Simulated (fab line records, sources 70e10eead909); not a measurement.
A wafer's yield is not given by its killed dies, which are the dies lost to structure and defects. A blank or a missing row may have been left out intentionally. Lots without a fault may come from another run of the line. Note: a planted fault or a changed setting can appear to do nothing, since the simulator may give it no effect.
fab line records	flow nand_harc
record: lots: 13	wafers: 39	last_day: 33
route steps=1302 shown A_CHANNEL_FILL_D1@510 THIN_TSV@1250 END@1302
lots that met no fault: taken from a fault-free run of the same line
start_h: the number of hours between the record's first day and the start of the first shown wafer of the lot	wait_h: hours elapsed since this lot's preceding step	" identical to the entry in the row above	L1.1+2: one row covering several wafers at once	- no value present, or no start provided	* or withheld: withheld	< > ~ a bound
route shown NAME@n: NAME is a module with steps in the file, n the number in the route of the first one	usual: mean/standard deviation of fault-free wafers	same: alike in all rows	chamber/n: place in a boat	sites: the reading at each site	_std_site: standard deviation of those values	_edge_site: outer sites' mean less inner sites'	radius_mm: how far each site lies from the wafer's centre	mask NAME#n: copy n	behind: the last tool/chamber to shape the wafer	hold: reason for holding the lot/hours on hold/outcome of the hold	device: which transistor (n, p or np) failed to switch	end of line: at the end of the route, the tests of the same wafers	where a step has no rows: the recipe by itself	killed: count of dies lost to structure and defects at first sort (not the wafer's yield)	map: per-die view of a wafer (x killed, . not killed, _ where there is no die)
set.NAME: the setting as run; set.NAME@STEP: as run at that earlier step	model.NAME: the simulator's own value behind a step, which no gauge read
the route's steps for a sample of lots (tables are steps, rows are wafers)
services: the hour from which a tool's chamber was out of use, counted from the record's first day as start_h (under 0 if before that day), plus the number of hours and why
== steps ==
step: NHARC_A_CHANNEL_FILL_D1_PRECLEAN_30
recipe: time_s: 30	chemistry: dHF
lot.wafer	tool	chamber	start_h	wait_h
L195.4+2+5	wet_bench-02	5,6,0	234.98	-
L196.3+6+2	wet_bench-07	7,0,1	234.99	-
L197.1+2+3	wet_bench-01	2,4,6	255.98	-
L199.4+6+2	wet_bench-07	5,1,2	269.86	-
L198.4+1+5	wet_bench-07	3,6,7	276.18	-
L200.2+1+4	wet_bench-01	2,3,4	290.18	-
L201.1+2+6	wet_bench-07	4,5,6	290.19	-
L202.1+4+3	wet_bench-02	7,0,4	303.04	-
L203.4+5+6	wet_bench-01	4,5,6	310.29	-
L204.3+5+6	wet_bench-01	0,1,3	317.97	-
L205.2+6+5	wet_bench-01	0,2,4	335.57	-
L216.4+6+5	wet_bench-02	2,4,6	449.58	-
L217.5+1+2	wet_bench-07	1,2,6	449.65	-
step: NHARC_THIN_TSV_DEP_43
recipe: target_thk_a: 13285	temp_c: withheld	pressure_torr: 6.5	rf_w: 900	teos_flow_sccm: 161.4	flow_sccm: 2650	target_thk_nm: 1328.5	gas: O2	material: SiO2
usual: throttle_valve_pct: 15.9/0.54
lot.wafer	tool	chamber	start_h	wait_h	throttle_valve_pct
L195.2	pecvd-01	1	550.52	-	15.1
L195.5	"	2	"	"	16.6
L195.4	"	0	"	"	16.0
L196.2	pecvd-02	1	551.62	-	15.3
L196.3	"	2	"	"	15.5
L196.6	"	1	"	"	15.1
L197.1	pecvd-01	2	568.34	-	16.9
L197.3	"	0	"	"	16.0
L197.2	"	1	"	"	15.6
L198.1	pecvd-01	1	573.87	-	15.4
L198.4	"	1	"	"	15.5
L198.5	"	2	"	"	16.9
L199.2	pecvd-02	1	575.10	-	15.4
L199.4	"	0	"	"	16.6
L199.6	"	1	"	"	15.6
L200.2	pecvd-03	0	590.22	-	16.0
L200.1	"	2	"	"	15.9
L200.4	"	2	"	"	15.7
L201.1	pecvd-01	0	607.84	-	16.6
L201.2	"	1	"	"	15.4
L201.6	"	2	"	"	17.2
L203.5	pecvd-02	0	622.22	-	16.6
L203.6	"	1	"	"	15.3
L203.4	"	2	"	"	15.7
L202.3	pecvd-02	1	623.28	-	15.3
L202.1	"	0	"	"	16.7
L202.4	"	2	"	"	15.4
L204.3	pecvd-03	1	636.08	-	15.0
L204.6	"	2	"	"	15.8
L204.5	"	0	"	"	16.3
L205.2	pecvd-03	2	643.89	-	15.8
L205.6	"	1	"	"	15.0
L205.5	"	0	"	"	16.3
L216.4	pecvd-03	1	762.05	-	15.3
L216.5	"	2	"	"	15.7
L216.6	"	0	"	"	15.7
L217.2	pecvd-02	2	763.15	-	15.5
L217.1	"	0	"	"	17.1
L217.5	"	1	"	"	16.1
step: NHARC_THIN_TSV_CD_MEAS_33
recipe: target_cd_nm: 5000	landing_energy_ev: 500
usual: cd_nm: 5000.5/2.6
lot.wafer	tool	chamber	start_h	wait_h	cd_nm
L195.2	cd_sem-03	0	557.37	-	5003.5
L195.4	"	0	"	"	5001.4
L195.5	"	0	"	"	5006.0
L196.2	cd_sem-03	0	558.31	-	5005.5
L196.3	"	0	"	"	5004.6
L196.6	"	0	"	"	5004.9
L197.1	cd_sem-02	0	575.22	-	4999.3
L197.2	"	0	"	"	4999.4
L197.3	"	0	"	"	5000.8
L198.1	cd_sem-03	0	581.08	-	5002.6
L198.4	"	0	"	"	5000.8
L198.5	"	0	"	"	5004.7
L199.2	cd_sem-03	0	582.74	-	5002.1
L199.4	"	0	"	"	5002.7
L199.6	"	0	"	"	5000.5
L200.1	cd_sem-02	0	596.95	-	5002.0
L200.2	"	0	"	"	5005.2
L200.4	"	0	"	"	5000.2
L201.1	cd_sem-03	0	614.64	-	5004.3
L201.2	"	0	"	"	5002.5
L201.6	"	0	"	"	5001.5
L203.4	cd_sem-03	0	628.92	-	4995.9
L203.5	"	0	"	"	4998.6
L203.6	"	0	"	"	5000.6
L202.1	cd_sem-01	0	630.07	-	5000.0
L202.3	"	0	"	"	4997.9
L202.4	"	0	"	"	4995.2
L204.3	cd_sem-03	0	642.87	-	5000.7
L204.5	"	0	"	"	4999.2
L204.6	"	0	"	"	5000.2
L205.2	cd_sem-01	0	650.56	-	5005.1
L205.5	"	0	"	"	5002.3
L205.6	"	0	"	"	5006.8
L216.4	cd_sem-01	0	768.72	-	4998.0
L216.5	"	0	"	"	5002.8
L216.6	"	0	"	"	5000.1
L217.1	cd_sem-01	0	770.18	-	5000.3
L217.2	"	0	"	"	5001.2
L217.5	"	0	"	"	5001.0
step: NHARC_THIN_TSV_DESCUM_35
recipe: time_s: 3	o2_flow_sccm: 200	ar_flow_sccm: 0	bias_power_w: 0	chemistry: O2
usual: drypump_motor_current_A: 5.7/0.45	mfc_ar_sccm: 0.004/0.006	o2_flow_sccm: 200.0/0.58	oes_product_au: 1.001/0.013	rf_vpp_V: 57.8/0.9	showerhead_plenum_p_Torr: 1.90/0.093	throttle_valve_pct: 11.312/0.0091
same: bias_power_w: 0
lot.wafer	tool	chamber	start_h	wait_h	drypump_motor_current_A	mfc_ar_sccm	o2_flow_sccm	oes_product_au	rf_hours_counter_h	rf_vpp_V	showerhead_plenum_p_Torr	throttle_valve_pct
L195.4	rie_diel-03	0	557.52	-	5.9	0.019	199.8	1.004	7	58.6	1.99	11.313
L195.2	"	1	"	"	5.0	0.002	199.9	0.998	7	57.4	1.86	11.314
L195.5	"	1	"	"	5.0	0.002	199.0	0.991	-	57.3	1.86	11.314
L196.3	rie_diel-08	0	558.47	-	6.0	0.004	200.3	1.002	0	58.2	1.78	11.318
L196.2	"	2	"	"	5.4	0.006	200.4	0.982	0	57.7	1.92	11.310
L196.6	"	1	"	"	6.1	0	199.6	1.019	-	56.5	1.78	11.327
L197.2	rie_diel-08	3	575.39	-	5.9	0	199.7	0.991	1	59.6	1.79	11.307
L197.1	"	0	"	"	6.0	0.004	199.3	1.006	1	56.9	1.79	11.322
L197.3	"	1	"	"	6.0	0	199.5	1.014	1	57.0	1.78	11.319
L198.1	rie_diel-08	3	581.28	-	5.9	0	200.1	0.998	1	56.8	1.79	11.327
L198.4	"	1	"	"	6.1	0	200.4	1.015	-	57.2	1.78	11.312
L198.5	"	3	"	"	5.9	0	199.6	0.996	-	57.9	1.79	11.307
L199.2	rie_diel-01	2	582.90	-	6.6	0	200.3	1.009	1	57.0	1.89	11.298
L199.4	"	3	"	"	5.3	0	199.1	1.029	0	59.8	2.00	11.294
L199.6	"	2	"	"	6.6	0	199.7	1.001	-	57.4	1.89	11.320
L200.2	rie_diel-03	2	597.10	-	5.2	0.001	200.1	0.978	11	57.6	2.03	11.325
L200.1	"	3	"	"	5.4	0	200.9	0.989	10	57.4	1.98	11.293
L200.4	"	0	"	"	5.9	0.019	200.6	1.012	9	59.6	1.99	11.307
L201.1	rie_diel-08	0	614.82	-	6.0	0.004	199.4	1.002	3	56.6	1.78	11.297
L201.2	"	1	"	"	6.1	0	199.7	1.017	3	59.3	1.77	11.325
L201.6	"	2	"	"	5.4	0.006	199.3	0.996	-	57.9	1.92	11.302
L203.4	rie_diel-01	0	629.07	-	5.7	0.002	200.6	1.011	2	58.2	2.00	11.309
L203.5	"	0	"	"	5.7	0.002	199.7	1.002	-	58.0	2.00	11.313
L203.6	"	1	"	"	6.4	0.014	199.9	1.010	-	58.5	1.96	11.309
L202.3	rie_diel-03	3	630.23	-	5.5	0	199.7	1.003	12	59.4	1.98	11.314
L202.1	"	0	"	"	6.0	0.019	199.9	1.020	11	58.6	1.99	11.310
L202.4	"	2	"	"	5.1	0.001	200.7	0.999	13	57.7	2.03	11.306
L204.3	rie_diel-01	2	643.03	-	6.6	0	199.0	1.008	3	56.8	1.89	11.292
L204.5	"	2	"	"	6.6	0	200.3	1.016	-	58.1	1.89	11.314
L204.6	"	3	"	"	5.3	0	199.8	1.024	-	59.1	2.00	11.317
L205.2	rie_diel-08	3	650.73	-	5.9	0	200.6	1.001	4	57.3	1.79	11.326
L205.6	"	2	"	"	5.4	0.006	200.3	1.002	-	57.7	1.92	11.326
L205.5	"	3	"	"	5.9	0	200.1	1.001	-	57.4	1.79	11.308
L216.4	rie_diel-03	0	768.88	-	5.9	0.019	199.9	1.008	6	58.0	1.99	11.309
L216.6	"	3	"	"	5.4	0	200.5	0.985	-	58.1	1.97	11.311
L216.5	"	0	"	"	5.9	0.019	200.7	1.002	-	58.4	1.99	11.306
L217.2	rie_diel-08	2	770.34	-	5.4	0.006	199.5	0.991	3	56.5	1.92	11.300
L217.1	"	3	"	"	5.9	0	200.4	1.004	3	55.8	1.78	11.330
L217.5	"	2	"	"	5.4	0.006	200.2	0.994	-	57.6	1.92	11.311
step: NHARC_END_SORT_01
recipe: temp_c: 25
usual: killed_at_array: 59/16	killed_at_other: 0.7/1.1	killed_at_periphery: 4/3	killed_dies: 64/16	killed_open: 3.4/1.8	killed_short: 2.6/1.7
same: gross_dies: 677
lot.wafer	tool	chamber	start_h	wait_h	killed_at_array	killed_at_other	killed_at_periphery	killed_dies	killed_open	killed_short
L205.2	prober-02	0	660.38	2.8	119	1	6	126	6	3
L205.5	prober-02	0	662.77	3.7	84	2	7	93	4	1
L205.6	prober-02	0	663.57	4.0	70	2	6	78	4	5
killed by level:class
L205.2 A_CHANNEL_FILL_D1:unspecified=62 A_CHANNEL_HOLE_D1:chamber_film_flake=31 A_STAIRCASE:chamber_film_flake=5 A_CHANNEL_FILL_D2:chamber_film_flake=4 A_SLIT:chamber_film_flake=4 P_CONTACT:geometric_particle:open=2 A_CHANNEL_FILL_D1:geometric_particle:short=2 P_STI:chamber_film_flake=2
L205.5 A_CHANNEL_HOLE_D1:chamber_film_flake=36 A_SLIT:chamber_film_flake=30 A_STAIRCASE:chamber_film_flake=6 A_CONTACT:chamber_film_flake=3 P_GATE:chamber_film_flake=2 A_CHANNEL_FILL_D1:chamber_film_flake=2 A_CHANNEL_FILL_D2:chamber_film_flake=2 THIN_TSV:chamber_film_flake=2
L205.6 A_CHANNEL_HOLE_D1:chamber_film_flake=33 A_SLIT:chamber_film_flake=20 A_CONTACT:chamber_film_flake=6 A_STAIRCASE:chamber_film_flake=4 P_M0:geometric_particle:short=2 A_CHANNEL_HOLE_D2:unspecified=2 THIN_TSV:chamber_film_flake=2 P_STI:geometric_particle:open=1
== services ==
tool	chamber	start_h	hours	kind
pecvd-02	-	227.18	13.0	pm
rie_diel-08	2	237.88	5.5	repair
wet_bench-07	-	248.07	4.3	repair
rie_diel-08	1	263.68	9.3	repair
wet_bench-01	-	277.60	8.0	pm
rie_diel-08	-	296.39	1.1	repair
pecvd-02	-	303.88	1.7	repair
wet_bench-07	-	336.00	8.0	pm
wet_bench-07	-	347.34	0.6	repair
rie_diel-08	-	367.86	9.0	pm
wet_bench-07	-	381.19	3.2	repair
rie_diel-08	0	398.25	17.8	repair
pecvd-02	-	408.69	13.0	pm
pecvd-02	1	421.80	10.9	repair
rie_diel-08	-	433.42	0.2	repair
rie_diel-08	-	435.87	0.5	repair
rie_diel-08	-	459.65	3.6	repair
rie_diel-08	3	464.91	10.4	repair
rie_diel-08	-	544.86	9.0	pm
rie_diel-08	1	559.53	9.5	repair
rie_diel-08	2	572.17	24.0	repair
rie_diel-08	3	655.28	11.9	repair
rie_diel-08	-	721.86	9.0	pm
rie_diel-08	1	736.37	3.0	repair
== key ==
first_sign: step: NHARC_END_SORT_01	reading: killed_dies	direction: up	sigmas: 3.8	usual: 64	struck: 126
effect: step: NHARC_END_SORT_01	reading: killed_at_array	direction: up	sigmas: 3.6	usual: 59	struck: 119
more_kills_born_at: NHARC_A_CHANNEL_FILL_D1_PRECLEAN_30@wet_bench-01: 62
met_at NHARC_A_CHANNEL_FILL_D1_PRECLEAN_30
struck_lots L205
struck_wafers L205.2
tester_left_out L205
not_acting_at NHARC_THIN_TSV_DEP_43,NHARC_THIN_TSV_CD_MEAS_33,NHARC_THIN_TSV_DESCUM_35
onset_between 317.97 335.57
fault: kind: chamber_particle_source	tool: wet_bench-01	chamber: 0	onset_h: 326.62	steps: NHARC_A_CHANNEL_FILL_D1_PRECLEAN_30	rate_per_visit_cm2: 0.55741	end_h: 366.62
tester_left_out: of these lots the tester's yield and bins aren't shown, on N5 and GAA mostly nor the transistor test; their killed dies are dies lost to structure and defects alone, not to doping, threshold or leakage, so they don't give the yield
